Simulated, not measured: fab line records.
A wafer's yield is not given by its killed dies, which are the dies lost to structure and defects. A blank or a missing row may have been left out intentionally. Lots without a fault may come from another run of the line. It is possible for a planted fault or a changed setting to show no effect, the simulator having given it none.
Which tool is to blame?	flow nandHarc	24 lots, 72 wafers sampled, at 6 steps of a route of 1302

## WHAT THE GAUGES READ, wafer by wafer
The record lacks any reading of a measuring or inspecting step that a usual standard deviation could be used to judge.

## WHICH TOOL RAN EACH LOT (tool, then ch and the chambers of the sampled wafers, then the start)
lot	NHARC_A_CONTACT_ETCH_129	NHARC_A_CONTACT_ETCH_130	NHARC_A_CONTACT_ETCH_91	NHARC_A_CONTACT_DESCUM_13	NHARC_A_CONTACT_CVD_19	NHARC_A_M0_ANNEAL_30
L074	harCapEtch-02 ch 0,1, day 22 06:25	harCapEtch-02 ch 0,1, day 22 06:36	rieDiel-07 ch 0,2,3, day 22 07:55	rieDiel-01 ch 0,1,2, day 22 13:03	cvdW-01 ch 0, day 23 01:13 or earlier	rtpAnneal-02 ch 0, day 23 01:13
L075	harCapEtch-02 ch 0,1, day 22 18:16	harCapEtch-02 ch 0,1, day 22 18:26	rieDiel-04 ch 0,2,3, day 22 19:46	rieDiel-01 ch 0,2,3, day 22 23:36	cvdW-02 ch 0, day 23 12:19 or earlier	rtpAnneal-01 ch 0, day 23 12:19
L079	harCapEtch-02 ch 0,1, day 22 23:14	harCapEtch-02 ch 0,1, day 22 23:25	rieDiel-01 ch 1,2,3, day 23 00:45	rieDiel-01 ch 0,1, day 23 06:02	cvdW-01 ch 0,1, day 23 18:46 or earlier	rtpAnneal-01 ch 0, day 23 18:46
L077	harCapEtch-01 ch 0,1, day 22 23:52	harCapEtch-01 ch 0,1, day 23 00:03	rieDiel-01 ch 1,2,3, day 23 01:19	rieDiel-01 ch 0,3, day 23 07:16	cvdW-02 ch 0,1, day 23 21:27 or earlier	rtpAnneal-02 ch 0, day 23 21:27
L078	harCapEtch-02 ch 0, day 23 06:21	harCapEtch-02 ch 0, day 23 06:32	rieDiel-01 ch 0,1,3, day 23 07:53	rieDiel-01 ch 1,2, day 23 14:00	cvdW-02 ch 0,1, day 24 02:52 or earlier	rtpAnneal-02 ch 0, day 24 02:52
L076	harCapEtch-01 ch 0,1, day 23 06:50	harCapEtch-01 ch 0,1, day 23 07:01	rieDiel-01 ch 0,3, day 23 08:32	rieDiel-07 ch 0,1,3, day 23 14:10	cvdW-01 ch 0,1, day 24 02:25 or earlier	rtpAnneal-01 ch 0, day 24 02:25
L080	harCapEtch-01 ch 0,1, day 23 23:24	harCapEtch-01 ch 0,1, day 23 23:34	rieDiel-07 ch 0,1,3, day 24 00:52	rieDiel-04 ch 2,3, day 24 05:22	cvdW-01 ch 0,1, day 24 17:29 or earlier	rtpAnneal-01 ch 0, day 24 17:29
L082	harCapEtch-01 ch 0,1, day 24 13:04	harCapEtch-01 ch 0,1, day 24 13:15	rieDiel-04 ch 1,2,3, day 24 14:35	rieDiel-01 ch 0,1,2, day 24 18:38	cvdW-01 ch 0,1, day 25 06:40 or earlier	rtpAnneal-02 ch 0, day 25 06:40
L081	harCapEtch-01 ch 0,1, day 25 04:16	harCapEtch-01 ch 0,1, day 25 04:26	rieDiel-01 ch 0,1, day 25 05:44	rieDiel-07 ch 0,1, day 25 11:12	cvdW-02 ch 0,1, day 25 23:19 or earlier	rtpAnneal-02 ch 0, day 25 23:19
L083	harCapEtch-02 ch 0,1, day 25 17:19	harCapEtch-02 ch 0,1, day 25 17:29	rieDiel-01 ch 1,2,3, day 25 18:47	rieDiel-04 ch 0,1,3, day 25 23:49	cvdW-01 ch 0,1, day 26 15:40 or earlier	rtpAnneal-01 ch 0, day 26 15:40
L084	harCapEtch-02 ch 0,1, day 26 00:51	harCapEtch-02 ch 0,1, day 26 01:05	rieDiel-01 ch 0,1, day 26 02:41	rieDiel-01 ch 2,3, day 26 06:40	cvdW-02 ch 0, day 26 19:13 or earlier	rtpAnneal-02 ch 0, day 26 19:13
L086	harCapEtch-03 ch 0,1, day 26 07:42	harCapEtch-03 ch 0,1, day 26 07:53	rieDiel-04 ch 1,2, day 26 09:08	rieDiel-04 ch 0,2,3, day 26 15:05	cvdW-02 ch 1, day 27 04:07 or earlier	rtpAnneal-02 ch 0, day 27 04:07
L085	harCapEtch-02 ch 0,1, day 26 08:06	harCapEtch-02 ch 0,1, day 26 08:16	rieDiel-01 ch 2,3, day 26 09:37	rieDiel-04 ch 1,2, day 26 16:56	cvdW-01 ch 0,1, day 27 05:41 or earlier	rtpAnneal-02 ch 0, day 27 05:41
L087	harCapEtch-02 ch 0,1, day 27 07:40	harCapEtch-02 ch 0,1, day 27 07:54	rieDiel-07 ch 0,1,2, day 27 09:22	rieDiel-07 ch 0,1, day 27 16:11	cvdW-02 ch 1, day 28 04:55 or earlier	rtpAnneal-01 ch 0, day 28 04:55
L088	harCapEtch-03 ch 0,1, day 27 23:22	harCapEtch-03 ch 0,1, day 27 23:32	rieDiel-01 ch 0,2,3, day 28 00:51	rieDiel-01 ch 0,2, day 28 04:41	cvdW-02 ch 0,1, day 28 16:44 or earlier	rtpAnneal-01 ch 0, day 28 16:44
L089	harCapEtch-01 ch 0,1, day 28 00:16	harCapEtch-01 ch 0,1, day 28 00:26	rieDiel-01 ch 0,2,3, day 28 01:46	rieDiel-01 ch 0,1,3, day 28 05:40	cvdW-01 ch 0,1, day 28 17:40 or earlier	rtpAnneal-02 ch 0, day 28 17:40
L090	harCapEtch-03 ch 0,1, day 28 19:28	harCapEtch-03 ch 0,1, day 28 19:38	rieDiel-01 ch 2,3, day 28 20:58	rieDiel-07 ch 0,1,2, day 29 00:46	cvdW-02 ch 0,1, day 29 12:34 or earlier	rtpAnneal-02 ch 0, day 29 12:34
L091	harCapEtch-02 ch 0,1, day 29 03:12	harCapEtch-02 ch 0,1, day 29 03:26	rieDiel-01 ch 1,2,3, day 29 05:00	rieDiel-01 ch 0,1,2, day 29 13:32	cvdW-02 ch 0,1, day 30 01:52 or earlier	rtpAnneal-01 ch 0, day 30 01:52
L092	harCapEtch-02 ch 1, day 29 13:20	harCapEtch-02 ch 1, day 29 13:34	rieDiel-07 ch 1,2,3, day 29 15:12	rieDiel-01 ch 1,3, day 29 22:52	cvdW-02 ch 0,1, day 30 11:13 or earlier	rtpAnneal-02 ch 0, day 30 11:13
L094	harCapEtch-03 ch 0,1, day 29 21:35	harCapEtch-03 ch 0,1, day 29 21:46	rieDiel-01 ch 2,3, day 29 23:01	rieDiel-01 ch 0,3, day 30 04:58	cvdW-01 ch 0,1, day 30 17:28 or earlier	rtpAnneal-02 ch 0, day 30 17:28
L093	harCapEtch-02 ch 0,1, day 29 23:47	harCapEtch-02 ch 0,1, day 29 23:58	rieDiel-01 ch 0,1,3, day 30 01:15	rieDiel-07 ch 2,3, day 30 06:40	cvdW-02 ch 0,1, day 30 19:06 or earlier	rtpAnneal-01 ch 0, day 30 19:06
L096	harCapEtch-03 ch 0,1, day 31 00:35	harCapEtch-03 ch 0,1, day 31 00:50	rieDiel-01 ch 1,2,3, day 31 02:08	rieDiel-01 ch 0,1,3, day 31 05:52	cvdW-02 ch 0,1, day 31 17:50 or earlier	rtpAnneal-02 ch 0, day 31 17:50
L095	harCapEtch-01 ch 0,1, day 31 20:44	harCapEtch-01 ch 0,1, day 31 20:55	rieDiel-07 ch 0,1, day 31 22:14	rieDiel-04 ch 0,2,3, day 32 09:34	cvdW-01 ch 0,1, day 32 21:29 or earlier	rtpAnneal-02 ch 0, day 32 21:29
L097	harCapEtch-02 ch 0,1, day 32 10:28	harCapEtch-02 ch 0,1, day 32 10:38	rieDiel-01 ch 1,2,3, day 32 11:58	rieDiel-07 ch 1,2,3, day 32 21:40	cvdW-02 ch 0,1, day 33 10:41 or earlier	rtpAnneal-02 ch 0, day 33 10:41
- NHARC_A_CONTACT_ETCH_129: etches the open film in C4F8/O2/Ar, time 197 s, target depth 1918 nm.
- NHARC_A_CONTACT_ETCH_130: etches the open film in C4F8/O2/Ar, time 197 s, target depth 1918 nm.
- NHARC_A_CONTACT_ETCH_91: etches the open film in CH3F/O2, target depth 40 nm, time 85.7 s.
- NHARC_A_CONTACT_DESCUM_13: chemistry O2, time 3 s.
- NHARC_A_CONTACT_CVD_19: deposits W, target thk 300 nm, time 802 s.
- NHARC_A_M0_ANNEAL_30: time 90 s.

## AS READ BY THE TOOLS THEMSELVES (means over the sampled wafers that have a number; for cases with no such wafer, the mark the record gives instead)
NHARC_A_CONTACT_ETCH_91. Usual: drypumpMotorCurrentA 5.8 A, standard deviation 0.49; oesProductAu 0.939 a.u., standard deviation 0.026; rfVppV 244.2 V, standard deviation 1.5; showerheadPlenumPTorr 2.45 Torr, standard deviation 0.087; throttleValvePct 20.663 %, standard deviation 0.0095.
lot	tool	drypumpMotorCurrentA (A)	oesProductAu (a.u.)	rfVppV (V)	showerheadPlenumPTorr (Torr)	throttleValvePct (%)	flag
L074	rieDiel-07	6.2	0.924	244.8	2.45	20.666	
L075	rieDiel-04	5.5	0.925	245.5	2.49	20.661	
L079	rieDiel-01	5.5	0.937	245.1	2.46	20.673	
L077	rieDiel-01	5.6	0.934	244.0	2.46	20.666	
L078	rieDiel-01	5.7	0.928	243.4	2.43	20.660	
L076	rieDiel-01	6.2	1.008	243.7	2.41	20.665	
L080	rieDiel-07	6.1	0.923	244.6	2.44	20.665	
L082	rieDiel-04	5.6	0.919	243.4	2.39	20.670	
L081	rieDiel-01	5.7	0.925	245.3	2.47	20.665	
L083	rieDiel-01	5.6	0.928	244.4	2.46	20.667	
L084	rieDiel-01	5.7	0.924	244.2	2.47	20.660	
L086	rieDiel-04	5.5	1.006	243.6	2.34	20.657	
L085	rieDiel-01	5.6	0.932	243.3	2.40	20.665	
L087	rieDiel-07	6.0	0.931	244.2	2.45	20.670	
L088	rieDiel-01	5.9	0.944	244.3	2.44	20.657	
L089	rieDiel-01	6.0	1.008	243.5	2.44	20.667	
L090	rieDiel-01	5.8	0.924	244.2	2.47	20.665	
L091	rieDiel-01	5.6	0.927	243.8	2.45	20.662	
L092	rieDiel-07	5.9	0.923	243.7	2.37	20.680	
L094	rieDiel-01	5.7	0.943	243.7	2.47	20.655	
L093	rieDiel-01	5.8	0.933	243.3	2.41	20.658	
L096	rieDiel-01	5.5	0.931	245.4	2.45	20.666	
L095	rieDiel-07	6.2	0.929	244.9	2.50	20.665	
L097	rieDiel-01	5.5	0.939	244.8	2.45	20.666	

NHARC_A_CONTACT_DESCUM_13. Usual: drypumpMotorCurrentA 5.8 A, standard deviation 0.5; oesProductAu 1.003 a.u., standard deviation 0.008; rfVppV 57.6 V, standard deviation 0.92; showerheadPlenumPTorr 1.90 Torr, standard deviation 0.072; throttleValvePct 11.311 %, standard deviation 0.0091.
lot	tool	drypumpMotorCurrentA (A)	oesProductAu (a.u.)	rfVppV (V)	showerheadPlenumPTorr (Torr)	throttleValvePct (%)	flag
L074	rieDiel-01	5.9	1.001	57.9	1.95	11.309	
L075	rieDiel-01	6.0	1.003	57.6	1.90	11.315	
L079	rieDiel-01	5.7	1.001	57.4	1.93	11.320	
L077	rieDiel-01	5.8	1.010	57.6	1.84	11.320	
L078	rieDiel-01	5.5	1.007	57.2	1.96	11.309	
L076	rieDiel-07	6.1	0.996	57.1	1.90	11.302	
L080	rieDiel-04	6.0	0.998	58.0	1.91	11.308	
L082	rieDiel-01	5.9	1.003	58.2	1.94	11.308	
L081	rieDiel-07	6.0	1.005	57.9	1.91	11.311	
L083	rieDiel-04	5.2	1.000	57.8	1.91	11.308	
L084	rieDiel-01	5.6	1.008	56.9	1.87	11.313	
L086	rieDiel-04	5.5	1.003	58.8	1.93	11.309	
L085	rieDiel-04	5.5	1.003	58.1	1.82	11.313	
L087	rieDiel-07	6.2	0.998	57.8	1.95	11.311	
L088	rieDiel-01	6.3	1.011	57.1	1.93	11.302	
L089	rieDiel-01	5.8	1.005	57.7	1.88	11.313	
L090	rieDiel-07	6.0	0.990	57.1	1.91	11.309	
L091	rieDiel-01	5.8	1.012	57.5	1.94	11.312	
L092	rieDiel-01	5.3	1.000	57.3	1.90	11.310	
L094	rieDiel-01	6.2	0.998	57.6	1.86	11.308	
L093	rieDiel-07	6.0	0.998	56.0	1.84	11.306	
L096	rieDiel-01	5.8	1.005	57.7	1.88	11.317	
L095	rieDiel-04	5.5	0.991	58.0	1.92	11.306	
L097	rieDiel-07	5.9	0.997	57.2	1.83	11.309	

NHARC_A_CONTACT_CVD_19. Usual: heaterPowerOuterW 261 W, standard deviation 18; heaterPowerW 483 W, standard deviation 18; throttleValvePct 7.91 %, standard deviation 0.17.
lot	tool	heaterPowerOuterW (W)	heaterPowerW (W)	throttleValvePct (%)	flag
L074	cvdW-01	236	490	7.90	
L075	cvdW-02	259	481	7.75	
L079	cvdW-01	259	502	8.00	
L077	cvdW-02	262	473	7.89	
L078	cvdW-02	258	474	7.88	
L076	cvdW-01	277	509	7.98	
L080	cvdW-01	250	496	7.78	
L082	cvdW-01	255	489	7.98	
L081	cvdW-02	258	482	7.99	
L083	cvdW-01	250	495	7.96	
L084	cvdW-02	264	483	7.92	
L086	cvdW-02	258	468	8.07	
L085	cvdW-01	253	489	7.99	
L087	cvdW-02	269	479	7.98	
L088	cvdW-02	263	466	7.80	
L089	cvdW-01	274	500	7.97	
L090	cvdW-02	261	466	7.90	
L091	cvdW-02	260	476	7.95	
L092	cvdW-02	263	469	7.91	
L094	cvdW-01	256	504	8.03	
L093	cvdW-02	254	467	7.77	
L096	cvdW-02	253	468	7.90	
L095	cvdW-01	258	500	7.71	
L097	cvdW-02	256	464	7.85	

NHARC_A_M0_ANNEAL_30. Usual: annealTempCMax 225.8, standard deviation 0.36; wafer_temp_C_max 226.3, standard deviation 0.33.
lot	tool	annealTempCMax	wafer_temp_C_max	flag
L074	rtpAnneal-02	225.5	226.2	
L075	rtpAnneal-01	226.2	226.1	
L079	rtpAnneal-01	226.1	226.2	
L077	rtpAnneal-02	225.4	226.5	
L078	rtpAnneal-02	225.3	226.3	
L076	rtpAnneal-01	226.4	226.2	
L080	rtpAnneal-01	225.8	226.1	
L082	rtpAnneal-02	225.9	226.6	
L081	rtpAnneal-02	225.5	226.4	
L083	rtpAnneal-01	226.0	226.2	
L084	rtpAnneal-02	225.6	226.2	
L086	rtpAnneal-02	225.6	226.6	
L085	rtpAnneal-02	225.5	226.2	
L087	rtpAnneal-01	226.0	225.8	
L088	rtpAnneal-01	226.5	226.4	
L089	rtpAnneal-02	225.5	226.3	
L090	rtpAnneal-02	225.6	226.2	
L091	rtpAnneal-01	226.0	226.0	
L092	rtpAnneal-02	225.7	226.3	
L094	rtpAnneal-02	225.7	226.4	
L093	rtpAnneal-01	226.1	226.4	
L096	rtpAnneal-02	225.5	226.6	
L095	rtpAnneal-02	225.7	226.4	
L097	rtpAnneal-02	225.4	226.7	

## THE ANSWER, worked out from the rows above alone
Rule: a lot is off if the mean of its wafers that have a number lies more than 3 standard deviations from the usual mean. Also off: a lot with no number at a reading for which 4 or more lots have one. Any other lot the step has rows for is counted as sound. Order of review: gauges by route order, followed by the tools' own readings, for which a lot's mean as printed above is used. At the first step where some lot is off, the reading lying furthest off is the one used; lots without a number count as furthest.
Nothing can be told from this: no lot is off at any reading shown.

## WHAT THE SIMULATOR HAD INSERTED
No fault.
